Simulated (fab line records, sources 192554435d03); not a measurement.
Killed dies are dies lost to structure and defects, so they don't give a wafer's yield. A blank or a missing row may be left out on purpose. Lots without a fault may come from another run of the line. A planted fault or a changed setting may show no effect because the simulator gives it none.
Problem report in the 8D (eight disciplines) form, filled by code | flow n5_finfet | the parts of the form that need people (team, actions taken, sign-off) are left out

1. THE PROBLEM
M14_THK at N5_BEOL_M14_THK_MEAS_50 reads a mean of 1064 nm on 2 wafers of 2 lots; wafers without a fault read 565 nm with a standard deviation of 12. That is +42 standard deviations from the usual mean.
The step: measures by xrf.
First seen on wafer L369.3, day 14 09:10, on film_metro-01. The record holds 12 wafers of 4 lots with a number at this step. Rule for "out", or "out of limits": more than 4 standard deviations from the usual mean. The other wafers with a number count as sound.

2. WHAT IT IS AND WHAT IT IS NOT
question                    | is                | is not
which readings at this step | M14_THK           | -
which lots                  | L369, L375        | L361, L379
which wafers of those lots  | L369.3, L375.2    | L369.1, L369.2, L375.4, L375.6
read on which gauges        | film_metro-01     | -
when                        | from day 14 09:10 | up to then (5 sound wafers); but 5 sound wafers of L375, L379 came after

3. SUSPECTS, AND WHAT RULES EACH OUT
Counting: a tool at a process step up to the reading stays a suspect if it ran every lot that is out. Sound lots after the first of them don't rule it out here, since some wafers of a struck lot are sound.
- the gauge at N5_BEOL_M14_THK_MEAS_50: ruled out. All the wafers that are out were read on film_metro-01, but those of them that N5_BEOL_M14_CMP_49 has rows for are out there too, on other tools.
- cmp-02 at N5_BEOL_M14_CMP_49 (polishes, stops on SiO2, t overpolish 5.2 s, target thk 560 nm): kept. It ran every lot that is out, first L369 (day 14 08:53); its last sound lot up to then is L361 (day 11 22:10). Its own readings are out on those wafers: barrier_field_endpoint_s, overpolish_run_s, time_to_endpoint_s.
- Within cmp-02 at N5_BEOL_M14_CMP_49: the wafers that are out ran in chamber 0; their sound lot-mates ran in chambers 2, 3.
Left after counting: cmp-02 at N5_BEOL_M14_CMP_49.

4. THE CAUSE (what the simulator had put in)
Process parameter drift: cmp-02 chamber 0, from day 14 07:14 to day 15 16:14, at N5_BEOL_M14_CMP_49. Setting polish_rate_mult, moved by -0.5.
Counting left only this tool.

5. THE CHAIN OF EFFECTS, in route order
Each row: a reading whose mean over the struck wafers that have a number lies more than 3 standard deviations from the usual. Only readings for which the record gives a usual standard deviation are gone through. hours: the time from each lot's start at the first step in this table that gives one to its start at this step, as a median over the lots. sigmas: the change in usual standard deviations.
hours | step                    | reading                  | usual   | on struck wafers | change | sigmas
0     | N5_BEOL_M14_CMP_49      | barrier_field_endpoint_s | 11.40 s | 23.91            | +12.51 | +45
0     | N5_BEOL_M14_CMP_49      | overpolish_run_s         | 5.200 s | 2.090            | -3.110 | -99 or more
0     | N5_BEOL_M14_CMP_49      | time_to_endpoint_s       | 122 s   | 156              | +34    | +8.2
0     | N5_BEOL_M14_THK_MEAS_50 | M14_THK                  | 565 nm  | 1064             | +499   | +42
0     | N5_BEOL_M14_INSPECT_55  | raw_defect_count         | 69      | 6409             | +6340  | +99 or more
20    | N5_PASSIVATION_PROBE_49 | defect_limited_yield     | 91.5 %  | 0.0              | -91.5  | -65
20    | N5_PASSIVATION_PROBE_49 | killed_at_M4_up          | 14      | 1079             | +1065  | +99 or more
20    | N5_PASSIVATION_PROBE_49 | killed_dies              | 100     | 1180             | +1080  | +64
20    | N5_PASSIVATION_PROBE_49 | killed_on_rim            | 14      | 152              | +138   | +34
20    | N5_PASSIVATION_PROBE_49 | sort_n_pass              | 1080    | 0                | -1080  | -64
20    | N5_PASSIVATION_PROBE_49 | sort_yield_pct           | 91.5 %  | 0.0              | -91.5  | -65
The process steps in it:
- N5_BEOL_M14_CMP_49: polishes, stops on SiO2, t overpolish 5.2 s, target thk 560 nm.
- N5_PASSIVATION_PROBE_49

6. WHAT WOULD HAVE CAUGHT IT SOONER
In this record the first reading out of limits at a measuring or inspecting step was taken at day 14 09:10, 2 hours after the fault began at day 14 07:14.
The tool's own readings at N5_BEOL_M14_CMP_49 were out on every struck wafer that the step has a row for (barrier_field_endpoint_s, overpolish_run_s, time_to_endpoint_s): an alarm limit on them would have fired on the first of those.
Of the lots that are out (2), L375 began N5_BEOL_M14_CMP_49 on cmp-02 after day 14 09:10. A hold on the tool at that time would have spared it.
